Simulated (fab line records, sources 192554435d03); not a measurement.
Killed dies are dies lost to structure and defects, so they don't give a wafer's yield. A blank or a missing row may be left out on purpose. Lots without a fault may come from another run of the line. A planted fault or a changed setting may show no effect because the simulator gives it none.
fab line records | flow n5_finfet
record lots=4 wafers=12 last_day=16
route steps=1938 shown PMOS_HMC_CHANNEL_EPI@87 FIN_SAQP@90 BEOL_M4@1111 PASSIVATION@1936
lots that met no fault: from a run of the same line without faults
start_h: hours from the record's first day to the start of the lot's first wafer shown | wait_h: hours since the lot's step before | " the same as in the row above | L1.1+2: a row that stands for several wafers | - no value, or no start given | * or withheld: withheld | < > ~ a bound
route shown NAME@n: a module of which the file shows steps, and the number in the route of the first | usual: mean/standard deviation of fault-free wafers | same: alike in all rows | chamber/n: place in a boat | sites: the reading at each site | _std_site: their standard deviation | _edge_site: outer sites' mean less inner sites' | radius_mm: how far each site lies from the wafer's centre | mask NAME#n: copy n | behind: the tool/chamber that last shaped the wafer | hold: why the lot was held/for how many hours/how that ended | device: the transistor (n, p or np) that didn't switch | end of line: the same wafers' tests at the end of the route | a step without rows: its recipe alone | killed: dies lost to structure and defects at the first sort, not the wafer's yield | map: a wafer's dies, x killed, . not, _ none there
set.NAME: the setting as run; set.NAME@STEP: as run at that earlier step | model.NAME: the simulator's own value behind a step, which no gauge read
lots at some steps of the route; a table a step, a row a wafer
services: from which hour (start_h, from the record's first day; less than 0 if before it) a tool's chamber was out of use, for how many hours, and why
## steps
# step N5_PMOS_HMC_CHANNEL_EPI_EPI_26
# recipe material=Si target_thk_a=38 temp_c=650 precursor=SiH4/H2 pressure_torr=20 time_s=22.7
# step N5_FIN_SAQP_PRECLEAN_42
# recipe chemistry=O3/DIW time_s=60 temp_c=22 o3_ppm=10
# step N5_FIN_SAQP_PRECLEAN_00
# recipe chemistry=SC1 time_s=60 temp_c=55 mix=1:2:50
# step N5_FIN_SAQP_PRECLEAN_44
# recipe chemistry=SC2 time_s=45 temp_c=35 mix=1:1:50
# step N5_FIN_SAQP_SRD_01
# recipe dry=ipa_marangoni time_s=30 temp_c=23 rinse_liquid=diw
# step N5_FIN_SAQP_ALD_61
# recipe material=SiO2 target_thk_a=40 temp_c=300 ald_precursor_family=BDEAS ald_co_reactant=O2-plasma pulse_time_s=1 purge_time_s=2 co_reactant_purge_time_s=2 ald_cycles=43 pressure_torr=2
# step N5_FIN_SAQP_DENSIFY_62
# recipe temp_c=700 time_s=60 ambient=N2 idle_temp_c=600 ramp_up_c_per_s=150 ramp_down_c_per_s=60 cool_to_c=600
# step N5_FIN_SAQP_HM_DEP_03
# recipe material=SiNx target_thk_a=380 temp_c=400 precursor=SiH4/NH3/N2 pressure_torr=1.5 rf_w=300 time_s=33.6
# step N5_FIN_SAQP_PECVD_47
# recipe material=a-Si target_thk_a=450 temp_c=400 precursor=SiH4/He pressure_torr=3 rf_w=100 time_s=36.3
# step N5_FIN_SAQP_PECVD_48
# recipe material=SiNx target_thk_a=250 temp_c=400 precursor=SiH4/NH3/N2 pressure_torr=1.5 rf_w=300 time_s=22.1
# usual heater_power_w=806/70 showerhead_plenum_p_Torr=5.14/0.062 throttle_valve_pct=40.0/1.7
# columns lot.wafer tool chamber start_h wait_h heater_power_w showerhead_plenum_p_Torr throttle_valve_pct model.SiNx_of_FIN_SAQP_PECVD_48.thk_nm
L943.3 pecvd-04 1 33.10 0.0 886 5.15 38.0 25.28
L943.5 " 2 " " 649 5.11 36.8 25.21
L943.6 " 0 " " 850 5.09 40.8 25.46
L953.2 pecvd-04 1 95.06 0.0 917 5.14 38.6 30
L953.4 " 0 " " 819 5.09 40.6 30.51
L953.6 " 1 " " 885 5.16 38.4 24.96
L955.3 pecvd-04 1 106.09 0.0 884 5.17 38.3 24.86
L955.4 " 0 " " 859 5.10 40.7 30.44
L955.6 " 1 " " 875 5.15 38.4 24.96
L960.1 pecvd-01 2 136.93 0.0 877 5.19 41.0 24.17
L960.2 " 1 " " 789 5.06 40.1 24.55
L960.4 " 2 " " 902 5.19 41.1 24.73
# step N5_FIN_SAQP_PECVD_06
# recipe material=a-Si target_thk_a=600 temp_c=400 precursor=SiH4/He pressure_torr=3 rf_w=100 time_s=48.1
# step N5_FIN_SAQP_HM_DEP_72
# recipe material=SiO2 target_thk_a=120 temp_c=400 precursor=SiH4/N2O pressure_torr=0.75 rf_w=275 time_s=7.2
# step N5_FIN_SAQP_COAT_49
# recipe resist=SOC temp_c=250 time_s=60 spin_rpm=1500 resist_thk_nm=100
# step N5_FIN_SAQP_COAT_50
# recipe resist=SiARC temp_c=220 time_s=60 spin_rpm=1500 resist_thk_nm=35
# step N5_FIN_SAQP_COAT_10
# recipe resist=CAR-ArF spin_rpm=1500 resist_thk_nm=90
# step N5_FIN_SAQP_EBR_12
# recipe solvent=PGMEA ebr_width_mm=1.5
# step N5_FIN_SAQP_SOFTBAKE_11
# recipe temp_c=110 time_s=60 resist=CAR-ArF
# step N5_FIN_SAQP_EXPOSE_13
# recipe mask_id=FIN_CORE na=1.35 source_shape=dipole sigma_inner=0.538 sigma_outer=0.738 polarization=te target_cd_nm=35.6 dose_mj=63.25
# step N5_FIN_SAQP_PEB_14
# recipe peb_temp_c=withheld peb_time_s=60 resist=CAR-ArF
# step N5_FIN_SAQP_DEVELOP_15
# recipe develop_time_s=30 developer=TMAH resist=CAR-ArF dev_temp_c=23 rinse_liquid=diw dry=air_spin
# step N5_FIN_SAQP_DESCUM_21
# recipe chemistry=O2 time_s=7.9 source_power_w=50 bias_power_w=20 pressure_mtorr=20 rf_frequency_hz=2.712e+07 temp_c=40 resist=CAR-ArF o2_flow_sccm=225
# step N5_FIN_SAQP_ETCH_51
# recipe chemistry=CF4 target=SiARC target_depth_a=455 mask_material=CAR-ArF time_s=75.8 ion_energy_ev=80 pressure_mtorr=40 source_w=545 bias_w=36 Ar_flow_sccm=100 cf4_flow_sccm=100 ends=cleared
# step N5_FIN_SAQP_ETCH_52
# recipe chemistry=N2/H2 target=SOC target_depth_a=1000 overetch_a=200 mask_material=SiARC temp_c=40 time_s=150 ion_energy_ev=200 pressure_mtorr=30 source_w=840 bias_w=150 n2_flow_sccm=200 h2_flow_sccm=200 ends=end_point
# step N5_FIN_SAQP_STRIP_53
# recipe chemistry=N2/H2 temp_c=40 n2_flow_sccm=200 h2_flow_sccm=200 rf_frequency_hz=6e+07
# step N5_FIN_SAQP_HM_OPEN_73
# recipe chemistry=CHF3/O2 target=SiO2 stop_on=a-Si target_depth_a=120 over_etch_frac=1.8 mask_material=SOC time_s=16.8 pressure_mtorr=30 source_w=650 bias_w=170 Ar_flow_sccm=200 CHF3_flow_sccm=50 O2_flow_sccm=5 ion_energy_ev=200 ends=end_point
# step N5_FIN_SAQP_STRIP_74
# recipe chemistry=CHF3/O2 resist=SiARC rf_frequency_hz=6e+07
# step N5_FIN_SAQP_MANDREL_ETCH_22
# recipe target_depth_a=600 chemistry=HBr/Cl2 target=a-Si stop_on=SiNx bt_time_s=10 over_etch_frac=0.5 time_s=30 pressure_mtorr=10 icp_w=800 bias_w=75 HBr_flow_sccm=150 Cl2_flow_sccm=80 ends=end_point
# step N5_FIN_SAQP_STRIP_55
# recipe chemistry=N2/H2 power_w=500 temp_c=40 pressure_mtorr=50 rf_frequency_hz=6e+07 overash_fraction=0.3 bias_power_w=28 h2_frac=0.5 n2_flow_sccm=300 h2_flow_sccm=300
# step N5_FIN_SAQP_STRIP_23
# recipe chemistry=SPM time_s=750 temp_c=130 h2so4_h2o2_vol_ratio=4
# step N5_FIN_SAQP_SRD_66
# recipe dry=ipa_marangoni time_s=30 temp_c=23 rinse_liquid=diw
# step N5_FIN_SAQP_RECESS_75
# recipe chemistry=HF/NH3 target=SiO2 target_depth_a=144 afs_cycles=3 temp_c=30 sublimation_temp_c=180 sublimation_time_s=60
# step N5_FIN_SAQP_SPACER1_ALD_24
# recipe material=SiO2 target_thk_a=203 temp_c=300 ald_precursor_family=BDEAS ald_co_reactant=O2-plasma pulse_time_s=1 purge_time_s=2 co_reactant_purge_time_s=2 ald_cycles=218 pressure_torr=2
# step N5_FIN_SAQP_SPACER1_ETCHBACK_25
# recipe chemistry=CHF3/O2 mode=anisotropic_etchback target=SiO2 target_depth_a=244 time_s=12.2 pressure_mtorr=30 source_w=650 bias_w=170 Ar_flow_sccm=200 CHF3_flow_sccm=50 O2_flow_sccm=5 ion_energy_ev=200
# step N5_FIN_SAQP_MANDREL1_REMOVE_56
# recipe chemistry=HBr/Cl2/O2 bt_time_s=10 target=a-Si stop_on=SiNx endpoint=OES-SiCl over_etch_frac=1 icp_w=600 bias_w=22 HBr_flow_sccm=150 Cl2_flow_sccm=80 O2_flow_sccm=5 pressure_mtorr=10
# step N5_FIN_SAQP_ETCH_57
# recipe chemistry=CH3F/O2 target=SiNx mask_material=SiO2 target_depth_a=325 time_s=46.4 pressure_mtorr=30 source_w=395 bias_w=73 Ar_flow_sccm=150 CH3F_flow_sccm=30 O2_flow_sccm=20 ion_energy_ev=120 ends=cleared
# usual CH3F_flow_sccm=30.01/0.091 chamber_pressure_mTorr=29.996/0.029 drypump_motor_current_A=5.9/0.47 etch_rf_on_time_s=46.3/0.92 oes_product_au=0.67/0.055 rf_vpp_V=296/4.4 showerhead_plenum_p_Torr=2.02/0.056 throttle_valve_pct=16.42/0.24
# columns lot.wafer tool chamber start_h wait_h CH3F_flow_sccm chamber_pressure_mTorr drypump_motor_current_A etch_rf_on_time_s oes_product_au rf_hours_counter_h rf_vpp_V showerhead_plenum_p_Torr throttle_valve_pct model.etch.depth_nm
L943.3 rie_diel-04 2 35.91 0.0 30.01 29.991 6.0 46.5 0.74 44 295 2.04 15.97 25.15
L943.5 " 3 " " 29.90 29.990 5.6 46.0 0.62 - 305 2.08 16.72 25.21
L943.6 " 2 " " 29.90 29.983 6.0 46.7 0.73 - 297 2.04 15.97 25.34
L953.2 rie_diel-01 1 97.93 0.0 30.09 29.976 6.2 54.1 0.76 46 303 2.04 16.37 30
L953.4 " 3 " " 30.00 30.023 6.7 57.4 0.62 200 300 2.07 16.65 30.51
L953.6 " 0 " " 29.89 29.950 5.9 47.0 0.65 - 292 1.92 16.15 24.93
L955.3 rie_diel-01 1 109.26 0.0 30.12 29.999 6.2 44.9 0.76 49 303 2.03 16.40 24.78
L955.4 " 2 " " 30.11 30.025 5.6 58.0 0.68 82 298 1.93 16.29 30.35
L955.6 " 2 " " 30.03 30.049 5.6 47.4 0.68 - 298 1.93 16.30 24.89
L960.1 rie_diel-01 3 140.52 0.1 30.14 30.010 6.7 45.6 0.61 216 302 2.07 16.65 24.17
L960.2 " 2 " " 29.85 30.047 5.6 45.9 0.68 93 297 1.92 16.33 24.47
L960.4 " 0 " " 30.03 30.020 5.9 46.2 0.64 156 293 1.91 16.17 24.66
# step N5_BEOL_M4_RC_MEAS_101
# usual DIBL_N=36.1/1.6 DIBL_P=35.8/2.1 IOFF_N=0.16/0.031 IOFF_P=0.21/0.034 ION_N=673/12 ION_P=461/7.2 SS_N=71.4/0.59 SS_P=73.3/0.63 VT_N=250/3.1 VT_P=-250/3.3
# columns lot.wafer tool chamber start_h wait_h DIBL_N[mV/V] DIBL_P[mV/V] IOFF_N[nA/um] IOFF_P[nA/um] ION_N[uA/um] ION_P[uA/um] SS_N[mV/dec] SS_P[mV/dec] VT_N[mV] VT_P[mV]
L943.3 prober-02 0 186.35 0.3 35.4 35.2 0.12 0.18 651 460 71.8 73.1 252 -251
L943.5 " 0 " " 34.6 33.7 0.12 0.16 666 452 70.6 72.8 254 -255
L943.6 " 0 " " 36.8 36.7 0.15 0.20 675 462 72.1 73.5 250 -250
L953.2 prober-01 0 250.93 0.2 34.7 33.3 0.13 0.17 663 451 71.2 72.7 251 -255
L953.4 " 0 " " 33.9 32.5 0.13 0.16 677 461 70.8 72.7 249 -252
L953.6 " 0 " " 35.7 35.2 0.16 0.21 687 476 71.6 73.3 248 -249
L955.3 prober-02 0 254.15 0.3 33.5 33.2 0.13 0.17 668 463 70.3 72.5 250 -252
L955.4 " 0 " " 36.6 36.0 0.18 0.20 687 461 72.0 73.0 246 -254
L955.6 " 0 " " 33.2 32.4 0.12 0.15 671 460 70.5 72.3 253 -254
L960.1 prober-01 0 284.14 0.0 32.9 31.4 0.10 0.15 633 446 70.2 71.6 260 -256
L960.2 " 0 " " 35.6 34.5 0.14 0.20 675 460 71.4 73.2 252 -253
L960.4 " 0 " " 34.8 34.1 0.13 0.19 660 449 70.8 72.9 251 -253
# step N5_PASSIVATION_PROBE_49
# usual defect_limited_yield=91.0/1.5 killed_at_M0_to_M3=35/11 killed_at_M4_up=13/6 killed_at_contacts=14/6.5 killed_at_front_end=40/12 killed_at_other=4/3.4 killed_dies=106/18 killed_open=68/14 killed_short=35/7.7 sort_bin_5_function=5.2/0.98 sort_bin_6_memory=3.4/0.72 sort_bin_8_speed=0.02/0.24 sort_n_pass=1074/18 sort_yield_pct=91.0/1.5
# same gross_dies=1180 killed_at_back_side=0 sort_bin_4_leakage[%]=0
# columns lot.wafer tool chamber start_h wait_h defect_limited_yield[%] killed_at_M0_to_M3 killed_at_M4_up killed_at_contacts killed_at_front_end killed_at_other killed_dies killed_open killed_short sort_bin_5_function[%] sort_bin_6_memory[%] sort_bin_8_speed[%] sort_n_pass sort_yield_pct[%]
L943.3 prober-02 - 292.75 0.1 87.6 53 5 32 50 6 146 92 53 7.7 4.5 0 1034 87.6
L943.5 prober-02 - 292.85 0.2 90.6 44 10 23 27 7 111 71 38 5.2 3.6 0 1069 90.6
L943.6 prober-02 - 292.90 0.3 90.0 59 3 23 26 7 118 76 42 5.6 3.9 0 1062 90.0
L953.2 prober-01 - 357.12 0.1 90.8 37 14 12 43 2 108 77 29 5.6 3.2 0 1072 90.8
L953.4 prober-01 - 357.22 0.2 88.3 36 15 40 42 5 138 98 37 6.5 4.9 0 1042 88.3
L953.6 prober-01 - 357.32 0.3 93.0 21 11 18 28 5 83 50 32 4.3 2.7 0 1097 93.0
L955.3 prober-01 - 366.62 0.1 92.0 43 9 17 23 2 94 68 26 4.7 3.2 0 1086 92.0
L955.4 prober-01 - 366.67 0.2 92.1 36 14 18 25 0 93 62 28 3.7 3.8 0 1087 92.1
L955.6 prober-01 - 366.77 0.3 91.2 35 8 23 36 2 104 61 42 5.0 2.9 0 1076 91.2
L960.1 prober-01 - 382.16 0.0 92.2 35 9 15 24 9 92 57 32 4.7 2.7 2.88 1054 89.3
L960.2 prober-01 - 382.21 0.1 90.9 34 8 9 40 16 107 57 43 5.2 3.1 0 1073 90.9
L960.4 prober-01 - 382.31 0.2 91.0 48 11 12 28 7 106 74 29 5.5 3.1 0 1074 91.0
# killed by level:class
L943.3 MOL_CONTACT_COAG:geometric_particle:open=26 BEOL_M0_SAQP:geometric_particle:open=16 STI_FIN_REVEAL:geometric_particle:open=15 BEOL_M0_SAQP:geometric_particle:short=12 BEOL_M2:geometric_particle:open=10 FIN_SAQP:geometric_particle:open=8 GATE_CUT:geometric_particle:short=7 FIN_SAQP:geometric_particle:short=5
L943.5 MOL_CONTACT_COAG:geometric_particle:open=21 FIN_SAQP:geometric_particle:open=11 BEOL_M0_SAQP:geometric_particle:open=11 BEOL_M2:geometric_particle:open=8 BEOL_M0_SAQP:geometric_particle:short=7 BEOL_M2:geometric_particle:short=6 BEOL_M3:geometric_particle:open=5 MIM_TOP_ETCH:geometric_particle:short=4
L943.6 MOL_CONTACT_COAG:geometric_particle:open=18 BEOL_M0_SAQP:geometric_particle:open=16 BEOL_M0_SAQP:geometric_particle:short=16 BEOL_M2:geometric_particle:open=12 FIN_SAQP:geometric_particle:open=6 GATE_CUT:geometric_particle:short=5 MOL_CONTACT_COAG:geometric_particle:short=5 BEOL_M1:geometric_particle:open=4
L953.2 STI_FIN_REVEAL:geometric_particle:open=16 BEOL_M2:geometric_particle:open=12 MOL_CONTACT_COAG:geometric_particle:open=11 BEOL_M4:geometric_particle:open=10 BEOL_M0_SAQP:geometric_particle:open=6 STI_FIN_REVEAL:geometric_particle:short=6 BEOL_M3:geometric_particle:open=6 BEOL_M0_SAQP:geometric_particle:short=5
L953.4 MOL_CONTACT_COAG:geometric_particle:open=31 BEOL_M2:geometric_particle:open=10 FIN_SAQP:geometric_particle:open=9 MOL_CONTACT_COAG:geometric_particle:short=9 GATE_CUT:geometric_particle:short=8 DUMMY_GATE:geometric_particle:open=7 GATE_CUT:geometric_particle:open=7 BEOL_M0_SAQP:geometric_particle:open=7
L953.6 MOL_CONTACT_COAG:geometric_particle:open=15 GATE_CUT:geometric_particle:short=9 FIN_SAQP:geometric_particle:short=5 BEOL_M0:geometric_particle:open=5 BEOL_M4:geometric_particle:open=4 MIM_TOP_ETCH:geometric_particle:short=4 FIN_SAQP:geometric_particle:open=3 MOL_CONTACT_COAG:geometric_particle:short=3
L955.3 MOL_CONTACT_COAG:geometric_particle:open=14 BEOL_M0_SAQP:geometric_particle:open=12 BEOL_M1:geometric_particle:open=12 BEOL_M0:geometric_particle:open=8 FIN_SAQP:geometric_particle:short=6 FIN_SAQP:geometric_particle:open=5 BEOL_M0_SAQP:geometric_particle:short=5 MOL_CONTACT_COAG:geometric_particle:short=3
L955.4 MOL_CONTACT_COAG:geometric_particle:open=13 BEOL_M0_SAQP:geometric_particle:short=9 BEOL_M3:geometric_particle:open=8 BEOL_M0_SAQP:geometric_particle:open=7 STI_FIN_REVEAL:geometric_particle:open=5 MOL_CONTACT_COAG:geometric_particle:short=5 DUMMY_GATE:geometric_particle:open=4 BEOL_M1:geometric_particle:open=4
L955.6 MOL_CONTACT_COAG:geometric_particle:open=15 BEOL_M0_SAQP:geometric_particle:short=14 MOL_CONTACT_COAG:geometric_particle:short=8 BEOL_M0_SAQP:geometric_particle:open=8 BEOL_M2:geometric_particle:open=6 FIN_SAQP:geometric_particle:short=5 FIN_SAQP:geometric_particle:open=5 STARTING-WAFER:geometric_particle:short=5
L960.1 MOL_CONTACT_COAG:geometric_particle:open=11 BEOL_M1:geometric_particle:open=8 BEOL_M2:geometric_particle:open=7 BEOL_M0_SAQP:geometric_particle:open=7 STI_FIN_REVEAL:geometric_particle:short=4 STI_FIN_REVEAL:geometric_particle:open=4 DUMMY_GATE:geometric_particle:open=4 MOL_CONTACT_COAG:geometric_particle:short=4
L960.2 FIN_SAQP:geometric_particle:short=8 BEOL_M2:geometric_particle:open=8 DUMMY_GATE:geometric_particle:open=7 MOL_CONTACT_COAG:geometric_particle:open=6 PASS1_DEP:geometric_particle:short=6 BEOL_M0_SAQP:geometric_particle:open=5 BEOL_M3:geometric_particle:open=5 PASS1_DEP:geometric_particle:open=5
L960.4 MOL_CONTACT_COAG:geometric_particle:open=10 BEOL_M1:geometric_particle:open=9 BEOL_M0_SAQP:geometric_particle:open=8 BEOL_M3:geometric_particle:open=8 BEOL_M2:geometric_particle:open=7 BEOL_M0:geometric_particle:open=5 BEOL_M0_SAQP:geometric_particle:short=5 STARTING-WAFER:geometric_particle:short=4
## services
# columns tool chamber start_h hours kind
rie_diel-01 2 9.58 6.9 repair
pecvd-01 2 9.87 8.6 repair
rie_diel-01 3 12.47 18.8 repair
pecvd-01 0 29.28 4.6 scheduled_down
pecvd-04 0 33.68 12.9 repair
pecvd-01 1 58.75 2.1 scheduled_down
pecvd-04 2 59.34 2.1 scheduled_down
rie_diel-01 1 68.06 6.8 repair
pecvd-04 2 83.32 2.2 repair
pecvd-01 - 89.84 28.1 pm
rie_diel-01 1 98.46 4.6 repair
pecvd-04 2 103.97 5.5 scheduled_down
pecvd-01 0 131.43 10.7 repair
## key
first_sign step=N5_FIN_SAQP_ETCH_57 reading=etch_rf_on_time_s direction=up sigmas=11 usual=* struck=*
effect none on later readings
model_effect step=N5_FIN_SAQP_PECVD_48 value=SiNx_of_FIN_SAQP_PECVD_48.thk_nm without=24.98 struck=30.32
model_effect step=N5_FIN_SAQP_ETCH_57 value=etch.depth_nm without=24.95 struck=30.29
met_at N5_FIN_SAQP_PECVD_48
struck_wafers L953.2,L953.4,L955.4
onset_between 33.10 95.06
fault kind=process_parameter_drift tool=pecvd-04 chamber=- onset_h=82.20 steps=N5_FIN_SAQP_PECVD_48 channel=time_s offset=* shape=step end_h=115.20 scope=struck_wafers_only acts_in=* stated=*
